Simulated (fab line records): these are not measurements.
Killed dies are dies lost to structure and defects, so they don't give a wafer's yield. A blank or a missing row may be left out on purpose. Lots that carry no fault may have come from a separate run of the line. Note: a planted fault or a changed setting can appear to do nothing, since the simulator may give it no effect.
fab line records	flow n5Finfet
[record] lots = 24	wafers = 72	lastDay = 17
route steps=1938 shown BEOL_M9@1421 BEOL_M10@1472
lots that met no fault: from a run of the same line without faults
startH: hours from the record's first day to the start of the lot's first wafer shown	waitH: hours since the lot's step before	" same as the row above	L1.1+2: a single row standing in for several wafers	- no value, or no start was given	* or withheld: withheld	< > ~ a bound
route shown NAME@n: NAME is a module with steps in the file, n the number in the route of the first one	usual: average and standard deviation across the fault-free wafers	same: alike in all rows	chamber/n: place in a boat	sites: the reading at each site	_std_site: the standard deviation of these	_edge_site: inner sites' mean taken away from outer sites' mean	radiusMm: for every site, how far away it sits from the centre of the wafer	mask NAME#n: copy n	behind: tool/chamber where the wafer was last shaped	hold: what put the lot on hold/how long, in hours/how the hold closed	device: transistor that didn't switch, given as n, p or np	end of line: tests run on the same wafers once the route is complete	a step without rows: its recipe alone	killed: count of dies lost to structure and defects at first sort (not the wafer's yield)	map: a wafer's dies, marking killed ones x, the rest . and places with no die _
set.NAME: the setting that was run; set.NAME@STEP: the one run at that earlier step	model.NAME: the simulator's own value behind a step, which no gauge read
a sample of lots followed through the steps of the route, with each step as a table and each wafer as a row
services: when a tool's chamber went out of use (startH, in hours from the record's first day, below 0 if earlier), for how many hours, and the reason
[[steps]]
[step N5_BEOL_M9_STRIP_67]
[recipe] chemistry = CF4	resist = SiARC	powerW = 300	biasPowerW = 75	pressureMtorr = 50	cf4FlowSccm = 150	rfFrequencyHz = 6e+07
[usual] drypumpMotorCurrentA = 5.5/0.55	oesProductAu = 0.80/0.09	rfVppV = 271.1/1.8	showerheadPlenumPTorr = 1.79/0.07	throttleValvePct = 13.49/0.2
lot.wafer	tool	chamber	startH	waitH	drypumpMotorCurrentA	oesProductAu	rfHoursCounterH	rfVppV	showerheadPlenumPTorr	throttleValvePct
L074.2	rieDiel-03	3	211.53	0.0	5.2	0.76	133	268.4	1.67	13.49
L074.5	"	2	"	"	5.2	0.74	-	273.0	1.85	13.55
L074.6	"	1	"	"	5.5	0.74	-	273.4	1.85	13.50
L075.3	rieDiel-05	1	212.16	0.0	6.0	0.96	3	270.8	1.77	13.37
L075.4	"	3	"	"	6.7	0.76	156	268.6	1.72	13.63
L075.5	"	0	"	"	4.7	0.85	-	270.0	1.75	13.34
L077.1	rieDiel-01	1	212.36	0.0	5.8	0.88	42	273.4	1.89	13.31
L077.3	"	3	"	"	4.9	0.94	5	271.1	1.84	13.16
L077.5	"	3	"	"	4.9	0.95	-	272.2	1.84	13.15
L076.2	rieDiel-05	3	217.65	0.0	6.7	0.76	158	268.0	1.72	13.64
L076.4	"	0	"	"	4.7	0.85	51	269.5	1.75	13.36
L076.6	"	2	"	"	6.2	0.71	-	268.6	1.71	13.75
L079.1	rieDiel-03	0	237.82	0.0	5.4	0.69	244	271.4	1.84	13.67
L079.4	"	2	"	"	5.2	0.74	168	273.0	1.85	13.56
L079.6	"	3	"	"	5.2	0.76	-	267.4	1.67	13.53
L080.1	rieDiel-01	2	237.84	0.0	6.4	0.73	203	271.7	1.85	13.95
L080.3	"	0	"	"	5.9	0.99	4	272.1	1.83	13.31
L080.6	"	3	"	"	4.9	0.91	-	270.7	1.83	13.15
L078.1	rieDiel-05	2	240.67	0.0	6.2	0.71	194	269.3	1.71	13.79
L078.3	"	3	"	"	6.8	0.75	165	269.7	1.72	13.66
L078.6	"	0	"	"	4.7	0.84	-	269.5	1.75	13.36
L081.1	rieDiel-03	0	247.26	0.0	5.4	0.70	247	272.2	1.84	13.67
L081.4	"	2	"	"	5.2	0.74	171	272.1	1.85	13.57
L081.6	"	1	"	"	5.5	0.73	-	272.3	1.84	13.51
L082.1	rieDiel-05	0	252.02	0.0	4.7	0.83	61	271.3	1.75	13.37
L082.4	"	3	"	"	6.8	0.75	168	270.2	1.72	13.68
L082.6	"	3	"	"	6.8	0.75	-	269.9	1.72	13.68
L083.1	rieDiel-03	3	252.21	0.0	5.2	0.75	145	267.8	1.67	13.51
L083.2	"	0	"	"	5.3	0.69	250	271.5	1.84	13.67
L083.4	"	3	"	"	5.2	0.76	-	267.9	1.67	13.51
L084.3	rieDiel-01	2	261.39	0.0	6.4	0.73	207	272.4	1.85	13.95
L084.5	"	3	"	"	4.9	0.90	-	272.3	1.83	13.17
L084.6	"	0	"	"	6.0	0.95	-	272.3	1.83	13.34
L085.2	rieDiel-03	3	273.04	0.0	5.2	0.75	154	267.2	1.67	13.53
L085.4	"	1	"	"	5.5	0.72	-	274.3	1.84	13.53
L085.6	"	3	"	"	5.2	0.75	-	268.5	1.67	13.52
L086.1	rieDiel-03	2	278.67	0.0	5.1	0.73	178	272.7	1.85	13.58
L086.2	"	3	"	"	5.2	0.75	156	267.7	1.67	13.54
L086.4	"	2	"	"	5.1	0.74	-	272.2	1.85	13.58
L087.2	rieDiel-03	3	286.28	0.0	5.2	0.74	160	268.8	1.67	13.55
L087.5	"	1	"	"	5.4	0.71	-	273.5	1.84	13.55
L087.6	"	0	"	"	5.3	0.98	-	272.4	1.84	13.12
L088.2	rieDiel-01	1	293.46	0.0	5.8	0.86	71	274.0	1.88	13.38
L088.3	"	2	"	"	6.3	0.72	213	272.9	1.84	13.95
L088.5	"	3	"	"	4.9	0.88	-	272.2	1.83	13.21
L090.1	rieDiel-03	3	293.50	0.0	5.2	0.74	163	267.6	1.66	13.54
L090.3	"	0	"	"	5.3	0.96	5	272.5	1.84	13.14
L090.6	"	0	"	"	5.4	0.95	-	272.2	1.84	13.14
L089.2	rieDiel-01	3	302.56	0.0	4.8	0.87	36	272.0	1.83	13.20
L089.3	"	0	"	"	6.0	0.92	28	270.4	1.83	13.35
L089.6	"	0	"	"	6.0	0.92	-	272.0	1.83	13.36
L091.4	rieDiel-05	1	302.63	0.0	6.0	0.89	30	270.6	1.76	13.43
L091.5	"	1	"	"	6.0	0.89	-	270.4	1.76	13.44
L091.6	"	0	"	"	4.7	0.82	-	271.0	1.74	13.41
L092.1	rieDiel-01	1	313.33	0.0	5.8	0.84	77	272.7	1.88	13.41
L092.4	"	2	"	"	6.4	0.71	219	272.7	1.84	13.98
L092.6	"	0	"	"	6.0	0.92	-	271.6	1.83	13.38
L093.1	rieDiel-03	1	325.11	0.0	5.5	0.71	219	271.4	1.84	13.59
L093.4	"	0	"	"	5.3	0.92	16	274.0	1.84	13.16
L093.5	"	3	"	"	5.2	0.74	-	266.9	1.66	13.57
L094.2	rieDiel-03	1	329.10	0.0	5.4	0.71	220	272.3	1.84	13.59
L094.3	"	2	"	"	5.1	0.72	195	271.1	1.85	13.64
L094.4	"	0	"	"	5.3	0.92	17	270.9	1.84	13.16
L095.1	rieDiel-03	1	329.61	0.0	5.4	0.70	221	274.0	1.84	13.59
L095.3	"	3	"	"	5.2	0.73	175	267.7	1.66	13.57
L095.4	"	0	"	"	5.4	0.91	17	273.1	1.84	13.15
L096.2	rieDiel-05	2	341.32	0.0	6.2	0.69	223	270.7	1.70	13.84
L096.3	"	0	"	"	4.7	0.81	88	269.1	1.74	13.43
L096.6	"	0	"	"	4.7	0.80	-	269.7	1.74	13.43
L097.1	rieDiel-03	3	346.00	0.0	5.2	0.72	180	267.4	1.66	13.61
L097.4	"	1	"	"	5.4	0.70	225	273.2	1.83	13.59
L097.5	"	1	"	"	5.5	0.70	-	272.3	1.83	13.58
[step N5_BEOL_M9_HM_OPEN_17]
[recipe] chemistry = Cl2/BCl3	targetDepthA = 200	overetchA = 60	target = TiN	maskMaterial = SOC	ionEnergyEv = 150	pressureMtorr = 10	icpW = 1000	biasW = 126	Cl2_flow_sccm = 53.25	bcl3FlowSccm = 21.75	Ar_flow_sccm = 25
[usual] drypumpMotorCurrentA = 5.8/0.44	oesProductAu = 0.68/0.067	rfFwdPowerW = 994/3.6	throttleValvePct = 22.15/0.1
lot.wafer	tool	chamber	startH	waitH	drypumpMotorCurrentA	oesProductAu	rfFwdPowerW	rfHoursCounterH	throttleValvePct
L074.2	rieMetal-02	0	211.57	0.0	6.1	0.69	1001	27	22.30
L074.5	"	0	"	"	6.2	0.70	998	-	22.29
L074.6	"	1	"	"	6.1	0.69	992	-	22.04
L075.3	rieMetal-03	0	212.23	0.1	5.1	0.75	996	-	22.23
L075.4	"	1	"	"	6.0	0.60	986	-	22.11
L075.5	"	1	"	"	5.9	0.60	989	-	22.13
L077.1	rieMetal-03	0	212.40	0.0	5.1	0.76	988	10	22.24
L077.3	"	1	"	"	6.0	0.60	993	-	22.11
L077.5	"	0	"	"	5.1	0.75	991	-	22.22
L076.2	rieMetal-01	0	217.69	0.0	6.2	0.60	999	69	22.02
L076.4	"	1	"	"	5.4	0.82	997	-	22.07
L076.6	"	1	"	"	5.4	0.81	997	-	22.05
L079.1	rieMetal-02	1	237.86	0.0	6.0	0.67	994	32	22.08
L079.4	"	1	"	"	6.0	0.67	1000	-	22.07
L079.6	"	1	"	"	6.0	0.67	998	-	22.06
L080.1	rieMetal-03	0	237.89	0.0	5.1	0.76	990	11	22.24
L080.3	"	0	"	"	5.1	0.75	990	-	22.24
L080.6	"	0	"	"	5.1	0.75	987	-	22.21
L078.1	rieMetal-01	1	240.71	0.0	5.3	0.80	995	4	22.05
L078.3	"	1	"	"	5.3	0.80	995	-	22.06
L078.6	"	1	"	"	5.4	0.80	998	-	22.04
L081.1	rieMetal-02	1	247.30	0.0	6.0	0.67	998	32	22.07
L081.4	"	1	"	"	6.0	0.68	996	-	22.08
L081.6	"	0	"	"	6.2	0.69	997	-	22.31
L082.1	rieMetal-02	1	252.06	0.0	6.0	0.67	998	33	22.05
L082.4	"	0	"	"	6.2	0.68	990	-	22.29
L082.6	"	0	"	"	6.2	0.68	989	-	22.32
L083.1	rieMetal-03	0	252.27	0.0	5.1	0.75	992	13	22.23
L083.2	"	1	"	"	5.9	0.60	990	63	22.13
L083.4	"	0	"	"	5.1	0.75	991	-	22.23
L084.3	rieMetal-03	0	261.46	0.1	5.1	0.76	995	-	22.21
L084.5	"	0	"	"	5.1	0.75	990	-	22.23
L084.6	"	1	"	"	6.0	0.61	992	-	22.09
L085.2	rieMetal-03	0	273.08	0.0	5.1	0.74	995	16	22.24
L085.4	"	0	"	"	5.1	0.74	992	-	22.24
L085.6	"	1	"	"	6.0	0.60	994	-	22.10
L086.1	rieMetal-01	1	278.71	0.0	5.4	0.80	992	5	22.06
L086.2	"	0	"	"	6.2	0.61	996	72	21.99
L086.4	"	0	"	"	6.2	0.61	995	-	22.00
L087.2	rieMetal-02	0	286.32	0.0	6.2	0.67	996	34	22.34
L087.5	"	0	"	"	6.2	0.68	997	-	22.32
L087.6	"	1	"	"	6.0	0.67	993	-	22.07
L088.2	rieMetal-03	1	293.50	0.0	5.9	0.60	997	69	22.13
L088.3	"	0	"	"	5.1	0.72	991	-	22.26
L088.5	"	0	"	"	5.1	0.71	993	-	22.26
L090.1	rieMetal-01	1	293.54	0.0	5.3	0.79	994	5	22.05
L090.3	"	1	"	"	5.3	0.79	994	-	22.08
L090.6	"	0	"	"	6.2	0.61	997	-	22.00
L089.2	rieMetal-01	0	302.60	0.0	6.2	0.61	996	74	21.99
L089.3	"	1	"	"	5.3	0.78	992	-	22.06
L089.6	"	1	"	"	5.3	0.79	992	-	22.07
L091.4	rieMetal-03	0	302.71	0.1	5.1	0.71	993	-	22.25
L091.5	"	0	"	"	5.1	0.72	990	-	22.25
L091.6	"	1	"	"	5.9	0.59	993	-	22.15
L092.1	rieMetal-03	0	313.37	0.0	5.1	0.71	993	21	22.26
L092.4	"	0	"	"	5.1	0.72	992	-	22.28
L092.6	"	0	"	"	5.1	0.70	988	-	22.25
L093.1	rieMetal-03	1	325.15	0.0	5.9	0.59	987	72	22.13
L093.4	"	1	"	"	5.9	0.59	994	-	22.12
L093.5	"	1	"	"	6.0	0.59	995	-	22.14
L094.2	rieMetal-03	0	329.15	0.0	5.1	0.72	988	22	22.25
L094.3	"	1	"	"	6.0	0.60	997	-	22.13
L094.4	"	0	"	"	5.1	0.72	992	-	22.23
L095.1	rieMetal-02	1	329.65	0.0	6.0	0.66	997	41	22.09
L095.3	"	1	"	"	6.0	0.66	995	-	22.06
L095.4	"	0	"	"	6.2	0.66	997	-	22.32
L096.2	rieMetal-02	0	341.36	0.0	6.2	0.67	1000	39	22.33
L096.3	"	0	"	"	6.2	0.67	996	-	22.33
L096.6	"	1	"	"	6.0	0.65	996	-	22.09
L097.1	rieMetal-03	1	346.04	0.0	6.0	0.59	992	74	22.13
L097.4	"	1	"	"	6.0	0.60	992	-	22.12
L097.5	"	0	"	"	5.1	0.71	988	-	22.24
[step N5_BEOL_M9_ALD_74]
[recipe] material = TaN	targetThkA = 20	tempC = 275	aldPrecursorFamily = PDMAT	aldCoReactant = NH3	pressureTorr = 3	carrierFlowSccm = 1500	pulseTimeS = 2	purgeTimeS = 3	coReactantPurgeTimeS = 2	coReactantPulseTimeS = 3	aldCycles = 40	precursorVesselTempC = 75	precursorVesselPressureTorr = 26.25	precursorVesselCarrierSccm = 1000
[usual] heaterPowerW = 417/52
lot.wafer	tool	chamber	startH	waitH	heaterPowerW
L074.2	aldMetal-03	3	214.05	0.0	313
L074.5	"	2	"	"	429
L074.6	"	3	"	"	320
L075.3	aldMetal-03	1	216.78	0.1	450
L075.4	"	0	"	"	381
L075.5	"	1	"	"	445
L077.1	aldMetal-01	1	217.25	0.1	382
L077.3	"	0	"	"	440
L077.5	"	0	"	"	424
L076.2	aldMetal-01	3	219.74	0.2	391
L076.4	"	0	"	"	435
L076.6	"	1	"	"	390
L079.1	aldMetal-01	2	239.77	0.0	478
L079.4	"	3	"	"	396
L079.6	"	0	"	"	439
L080.1	aldMetal-03	1	239.89	0.0	428
L080.3	"	0	"	"	374
L080.6	"	1	"	"	442
L078.1	aldMetal-04	0	243.07	0.1	401
L078.3	"	3	"	"	489
L078.6	"	0	"	"	394
L081.1	aldMetal-03	2	250.87	0.0	411
L081.4	"	0	"	"	371
L081.6	"	3	"	"	318
L082.1	aldMetal-01	1	254.12	0.0	378
L082.4	"	0	"	"	441
L082.6	"	1	"	"	373
L083.1	aldMetal-03	3	254.36	0.1	319
L083.2	"	2	"	"	421
L083.4	"	1	"	"	438
L084.3	aldMetal-03	3	263.95	0.0	315
L084.5	"	1	"	"	445
L084.6	"	0	"	"	371
L085.2	aldMetal-03	2	274.79	0.0	420
L085.4	"	3	"	"	318
L085.6	"	0	"	"	370
L086.1	aldMetal-03	3	281.58	0.0	326
L086.2	"	0	"	"	367
L086.4	"	2	"	"	431
L087.2	aldMetal-01	2	288.39	0.1	491
L087.5	"	3	"	"	378
L087.6	"	2	"	"	472
L088.2	aldMetal-03	3	297.27	0.1	328
L088.3	"	1	"	"	435
L088.5	"	3	"	"	318
L090.1	aldMetal-04	2	297.27	0.2	491
L090.3	"	0	"	"	400
L090.6	"	2	"	"	499
L091.4	aldMetal-01	0	306.01	0.1	426
L091.5	"	2	"	"	480
L091.6	"	1	"	"	372
L089.2	aldMetal-01	3	306.49	0.3	383
L089.3	"	1	"	"	368
L089.6	"	3	"	"	396
L092.1	aldMetal-04	0	318.79	0.0	402
L092.4	"	1	"	"	497
L092.6	"	1	"	"	503
L093.1	aldMetal-04	1	329.14	0.0	500
L093.4	"	3	"	"	490
L093.5	"	2	"	"	483
L095.1	aldMetal-01	1	332.29	0.0	383
L095.3	"	2	"	"	487
L095.4	"	3	"	"	395
L094.2	aldMetal-04	0	332.37	0.0	394
L094.3	"	3	"	"	490
L094.4	"	1	"	"	503
L096.2	aldMetal-03	1	345.21	0.0	440
L096.3	"	0	"	"	377
L096.6	"	0	"	"	368
L097.1	aldMetal-01	1	350.07	0.0	384
L097.4	"	3	"	"	409
L097.5	"	2	"	"	477
[step N5_BEOL_M9_SURFACE_TREAT_79]
[recipe] gas = Ar	timeS = *	ionEnergyEv = *	ionCurrentMaCm2 = 0.5	pressureMtorr = *	arFlowSccm = 30
[usual] arFlowSccm = 30.01/0.083	throttleValvePct = *
lot.wafer	tool	chamber	startH	waitH	arFlowSccm	throttleValvePct
L074.2	pvdSputter-01	-	214.35	0.2	29.90	*
L074.5	"	-	"	"	30.02	*
L074.6	"	-	"	"	30.03	*
L075.3	pvdSputter-02	-	217.09	0.2	29.97	*
L075.4	"	-	"	"	30.01	*
L075.5	"	-	"	"	30.09	*
L077.1	pvdSputter-02	-	217.55	0.2	29.95	*
L077.3	"	-	"	"	30.07	*
L077.5	"	-	"	"	29.94	*
L076.2	pvdSputter-03	-	220.51	0.6	30.02	*
L076.4	"	-	"	"	29.93	*
L076.6	"	-	"	"	29.95	*
L079.1	pvdSputter-02	-	240.07	0.2	30.05	*
L079.4	"	-	"	"	29.93	*
L079.6	"	-	"	"	30.11	*
L080.1	pvdSputter-01	-	240.41	0.4	29.90	*
L080.3	"	-	"	"	29.94	*
L080.6	"	-	"	"	30.05	*
L078.1	pvdSputter-02	-	243.43	0.2	30.01	*
L078.3	"	-	"	"	29.87	*
L078.6	"	-	"	"	30.04	*
L081.1	pvdSputter-02	-	251.16	0.2	29.97	*
L081.4	"	-	"	"	29.96	*
L081.6	"	-	"	"	29.91	*
L082.1	pvdSputter-02	-	254.49	0.2	29.95	*
L082.4	"	-	"	"	29.93	*
L082.6	"	-	"	"	30.02	*
L083.1	pvdSputter-01	-	254.71	0.2	29.95	*
L083.2	"	-	"	"	30.05	*
L083.4	"	-	"	"	29.90	*
L084.3	pvdSputter-02	-	264.34	0.3	30.04	*
L084.5	"	-	"	"	29.83	*
L084.6	"	-	"	"	29.92	*
L085.2	pvdSputter-01	-	275.09	0.2	30.02	*
L085.4	"	-	"	"	30.00	*
L085.6	"	-	"	"	29.98	*
L086.1	pvdSputter-02	-	282.04	0.3	30.20	*
L086.2	"	-	"	"	30.01	*
L086.4	"	-	"	"	29.93	*
L087.2	pvdSputter-01	-	288.76	0.2	29.96	*
L087.5	"	-	"	"	30.13	*
L087.6	"	-	"	"	29.97	*
L090.1	pvdSputter-03	-	297.61	0.2	30.04	*
L090.3	"	-	"	"	30.00	*
L090.6	"	-	"	"	29.96	*
L088.2	pvdSputter-03	-	297.65	0.2	29.90	*
L088.3	"	-	"	"	30.18	*
L088.5	"	-	"	"	29.97	*
L091.4	pvdSputter-03	-	307.12	1.0	29.95	*
L091.5	"	-	"	"	29.97	*
L091.6	"	-	"	"	29.99	*
L089.2	pvdSputter-03	-	307.28	0.7	29.99	*
L089.3	"	-	"	"	30.06	*
L089.6	"	-	"	"	29.91	*
L092.1	pvdSputter-02	-	319.10	0.2	30.11	*
L092.4	"	-	"	"	30.15	*
L092.6	"	-	"	"	30.06	*
L093.1	pvdSputter-01	-	329.47	0.2	29.95	*
L093.4	"	-	"	"	30.04	*
L093.5	"	-	"	"	29.95	*
L095.1	pvdSputter-01	-	332.57	0.2	29.97	*
L095.3	"	-	"	"	29.96	*
L095.4	"	-	"	"	30.09	*
L094.2	pvdSputter-01	-	332.65	0.2	30.00	*
L094.3	"	-	"	"	30.16	*
L094.4	"	-	"	"	29.98	*
L096.2	pvdSputter-03	-	345.52	0.2	29.93	*
L096.3	"	-	"	"	29.94	*
L096.6	"	-	"	"	30.00	*
L097.1	pvdSputter-02	-	350.44	0.2	30.09	*
L097.4	"	-	"	"	30.13	*
L097.5	"	-	"	"	30.00	*
[step N5_BEOL_M9_THK_MEAS_53]
[recipe] thkMeasGauge = xrf	reads = Cu_of_BEOL_M9_ECD_50
[usual] M9_THK = 137.5/2.6
lot.wafer	tool	chamber	startH	waitH	M9_THK[nm]
L074.2	filmMetro-02	-	216.17	-	140.5
L074.5	"	-	"	"	139.4
L074.6	"	-	"	"	140.8
L075.3	filmMetro-02	-	218.11	-	139.3
L075.4	"	-	"	"	138.7
L075.5	"	-	"	"	136.6
L077.1	filmMetro-02	-	218.63	-	135.8
L077.3	"	-	"	"	132.0
L077.5	"	-	"	"	134.3
L076.2	filmMetro-01	-	221.58	-	136.5
L076.4	"	-	"	"	137.6
L076.6	"	-	"	"	136.0
L079.1	filmMetro-01	-	242.81	-	136.5
L079.4	"	-	"	"	139.6
L079.6	"	-	"	"	136.5
L080.1	filmMetro-02	-	243.08	-	138.5
L080.3	"	-	"	"	138.7
L080.6	"	-	"	"	139.0
L078.1	filmMetro-01	-	246.49	-	135.6
L078.3	"	-	"	"	137.7
L078.6	"	-	"	"	135.7
L081.1	filmMetro-01	-	252.22	-	137.1
L081.4	"	-	"	"	136.0
L081.6	"	-	"	"	139.6
L082.1	filmMetro-01	-	255.53	-	139.9
L082.4	"	-	"	"	138.8
L082.6	"	-	"	"	138.8
L083.1	filmMetro-02	-	255.81	-	141.8
L083.2	"	-	"	"	141.0
L083.4	"	-	"	"	141.3
L084.3	filmMetro-02	-	265.78	-	138.6
L084.5	"	-	"	"	137.2
L084.6	"	-	"	"	137.3
L085.2	filmMetro-01	-	276.51	-	140.4
L085.4	"	-	"	"	137.7
L085.6	"	-	"	"	141.0
L086.1	filmMetro-02	-	283.21	-	136.5
L086.2	"	-	"	"	134.8
L086.4	"	-	"	"	136.6
L087.2	filmMetro-02	-	289.78	-	137.5
L087.5	"	-	"	"	141.0
L087.6	"	-	"	"	139.2
L088.2	filmMetro-01	-	299.20	-	133.7
L088.3	"	-	"	"	142.2
L088.5	"	-	"	"	134.5
L090.1	filmMetro-01	-	299.35	-	137.1
L090.3	"	-	"	"	141.0
L090.6	"	-	"	"	140.4
L091.4	filmMetro-02	-	308.14	-	139.4
L091.5	"	-	"	"	137.9
L091.6	"	-	"	"	132.0
L089.2	filmMetro-02	-	308.41	-	138.6
L089.3	"	-	"	"	142.2
L089.6	"	-	"	"	140.2
L092.1	filmMetro-02	-	320.33	-	139.2
L092.4	"	-	"	"	138.9
L092.6	"	-	"	"	138.0
L093.1	filmMetro-02	-	330.79	-	137.6
L093.4	"	-	"	"	134.8
L093.5	"	-	"	"	136.3
L095.1	filmMetro-01	-	333.56	-	135.7
L095.3	"	-	"	"	132.5
L095.4	"	-	"	"	132.0
L094.2	filmMetro-02	-	333.66	-	138.1
L094.3	"	-	"	"	139.4
L094.4	"	-	"	"	134.7
L096.2	filmMetro-02	-	347.08	-	132.3
L096.3	"	-	"	"	133.7
L096.6	"	-	"	"	133.5
L097.1	filmMetro-02	-	351.46	-	137.5
L097.4	"	-	"	"	134.5
L097.5	"	-	"	"	134.9
[step N5_BEOL_M10_THK_MEAS_01]
[recipe] reads = SiCOH_lowk_of_BEOL_M10_ILD_DEP_00
[usual] M10_ILD_THK = 268.2/3
lot.wafer	tool	chamber	startH	waitH	M10_ILD_THK[nm]
L074.2	filmMetro-02	-	216.96	0.4	269.3
L074.5	"	-	"	"	274.1
L074.6	"	-	"	"	274.6
L075.3	filmMetro-01	-	218.90	0.3	269.8
L075.4	"	-	"	"	272.2
L075.5	"	-	"	"	271.3
L077.1	filmMetro-02	-	219.42	0.4	267.0
L077.3	"	-	"	"	266.0
L077.5	"	-	"	"	269.2
L076.2	filmMetro-01	-	222.40	0.4	267.3
L076.4	"	-	"	"	273.3
L076.6	"	-	"	"	271.8
L079.1	filmMetro-01	-	243.61	0.4	268.6
L079.4	"	-	"	"	271.5
L079.6	"	-	"	"	270.7
L080.1	filmMetro-02	-	243.87	0.4	266.0
L080.3	"	-	"	"	263.9
L080.6	"	-	"	"	270.3
L078.1	filmMetro-01	-	247.29	0.4	262.1
L078.3	"	-	"	"	267.9
L078.6	"	-	"	"	267.5
L081.1	filmMetro-01	-	253.01	0.4	266.5
L081.4	"	-	"	"	268.2
L081.6	"	-	"	"	267.0
L082.1	filmMetro-02	-	256.31	0.4	266.8
L082.4	"	-	"	"	272.0
L082.6	"	-	"	"	269.4
L083.1	filmMetro-02	-	256.60	0.4	269.8
L083.2	"	-	"	"	269.7
L083.4	"	-	"	"	271.5
L084.3	filmMetro-02	-	266.57	0.3	265.5
L084.5	"	-	"	"	269.2
L084.6	"	-	"	"	268.4
L085.2	filmMetro-02	-	277.33	0.4	261.1
L085.4	"	-	"	"	264.7
L085.6	"	-	"	"	267.7
L086.1	filmMetro-02	-	283.99	0.4	265.6
L086.2	"	-	"	"	264.3
L086.4	"	-	"	"	271.4
L087.2	filmMetro-01	-	290.57	0.4	269.8
L087.5	"	-	"	"	271.7
L087.6	"	-	"	"	271.9
L088.2	filmMetro-01	-	299.99	0.4	266.1
L088.3	"	-	"	"	266.6
L088.5	"	-	"	"	272.8
L090.1	filmMetro-02	-	300.14	0.4	266.7
L090.3	"	-	"	"	268.1
L090.6	"	-	"	"	270.3
L091.4	filmMetro-01	-	308.93	0.2	268.5
L091.5	"	-	"	"	267.1
L091.6	"	-	"	"	266.3
L089.2	filmMetro-02	-	309.38	0.4	265.7
L089.3	"	-	"	"	267.8
L089.6	"	-	"	"	272.2
L092.1	filmMetro-02	-	321.12	0.4	265.5
L092.4	"	-	"	"	266.7
L092.6	"	-	"	"	265.3
L093.1	filmMetro-01	-	331.57	0.4	266.0
L093.4	"	-	"	"	270.7
L093.5	"	-	"	"	272.5
L094.2	filmMetro-02	-	334.64	0.4	267.3
L094.3	"	-	"	"	264.0
L094.4	"	-	"	"	268.8
L095.1	filmMetro-01	-	334.83	0.8	263.2
L095.3	"	-	"	"	264.8
L095.4	"	-	"	"	269.4
L096.2	filmMetro-02	-	347.87	0.4	267.5
L096.3	"	-	"	"	262.4
L096.6	"	-	"	"	273.2
L097.1	filmMetro-02	-	352.25	0.4	264.5
L097.4	"	-	"	"	269.0
L097.5	"	-	"	"	268.9
[[services]]
tool	chamber	startH	hours	kind
rieMetal-01	1	189.65	-	clean
rieMetal-01	1	189.65	15.7	scheduledDown
rieMetal-01	1	189.65	15.7	ventCycle
aldMetal-03	1	197.08	2.4	repair
rieDiel-01	0	197.61	-	clean
rieDiel-01	0	197.61	-	consumableReplace:focusRing
rieDiel-01	0	197.61	26.5	scheduledDown
rieDiel-01	0	197.61	26.5	ventCycle
rieDiel-01	-	202.49	2.8	pm
rieDiel-01	2	247.19	13.3	repair
rieMetal-01	-	248.80	28.1	pm
rieDiel-03	2	251.67	11.3	repair
rieDiel-03	0	263.00	-	clean
rieDiel-03	0	263.00	-	consumableReplace:focusRing
rieDiel-03	0	263.00	18.7	scheduledDown
rieDiel-03	0	263.00	18.7	ventCycle
rieDiel-01	2	276.08	10.4	repair
rieMetal-01	-	279.59	0.7	repair
rieDiel-03	1	291.76	7.9	repair
aldMetal-04	-	337.41	14.0	pm
aldMetal-04	0	337.41	14.0	ventCycle
aldMetal-04	1	337.41	14.0	ventCycle
aldMetal-01	-	342.28	0.9	repair
pvdSputter-01	-	347.55	1.5	repair
[[key]]
fault none
